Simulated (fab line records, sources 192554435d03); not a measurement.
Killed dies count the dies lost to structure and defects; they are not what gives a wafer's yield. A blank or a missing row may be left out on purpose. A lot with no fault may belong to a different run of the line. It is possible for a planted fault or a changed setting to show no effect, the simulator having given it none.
Matching of chambers	flow n5-finfet	N5_BEOL_M9_VIA_ETCH_34 on rie-diel-02 has 4 sister chambers
The step etches SiCOH lowk in C4F6/O2, target depth 182.4 nm, time 68.4 s. 18 wafers are shown with their chamber, then 9 later ones without.

## WAFERS PAIRED WITH THEIR CHAMBERS
wafer	chamber	rf-vpp-V (V)	drypump-motor-current-A (A)	throttle-valve-pct (%)
L077.1	3	664	5.5	21.09
L077.4	1	668	5.6	20.97
L077.6	2	690	5.0	20.72
L078.1	1	670	5.6	20.97
L078.3	2	691	5.0	20.71
L078.6	0	655	5.2	21.21
L080.1	1	668	5.7	20.98
L080.2	3	664	5.5	21.10
L080.4	2	690	5.0	20.73
L083.1	3	663	5.5	21.12
L083.2	1	667	5.7	21.00
L083.4	2	689	5.0	20.73
L088.1	2	689	5.0	20.74
L088.2	3	664	5.5	21.12
L088.5	2	690	5.0	20.72
L090.1	2	688	5.0	20.74
L090.3	3	663	5.5	21.13
L090.5	1	668	5.6	21.00

SIGNATURES, as means of the wafers listed above
reading	chamber 0	chamber 1	chamber 2	chamber 3	scatter within a chamber
rf-vpp-V	655.00	668.20	689.57	663.60	0.915
drypump-motor-current-A	5.200	5.640	5.000	5.500	0.0293
throttle-valve-pct	21.2100	20.9840	20.7271	21.1120	0.014
Rule: distance of a wafer from a chamber = root of the sum over the readings of ((wafer's reading minus chamber's mean) / reading's scatter) squared. The wafer belongs to the nearest chamber; if the next one is less than 2 further off, it can't be placed. How the scatter is found: for the shown wafers, subtract from each reading the mean of its chamber, square and add these, divide the total by (wafers less chambers), then take the root.

## WAFERS MISSING THEIR CHAMBER
wafer	rf-vpp-V (V)	drypump-motor-current-A (A)	throttle-valve-pct (%)
L094.2	667	5.6	21.02
L094.5	655	5.2	21.24
L094.6	669	5.7	21.01
L092.1	662	5.5	21.14
L092.2	689	5.0	20.75
L092.5	667	5.6	21.01
L093.2	655	5.2	21.27
L093.4	656	5.2	21.25
L093.6	666	5.7	21.03

## WHICH CHAMBER EACH WENT THROUGH
wafer	from the rows above	in truth
L094.2	1	1
L094.5	0	0
L094.6	1	1
L092.1	3	3
L092.2	2	2
L092.5	1	1
L093.2	0	0
L093.4	0	0
L093.6	1	1
Correct placement for 9 of the 9. Left unplaced by these rows: 0. Placed wrongly: 0.
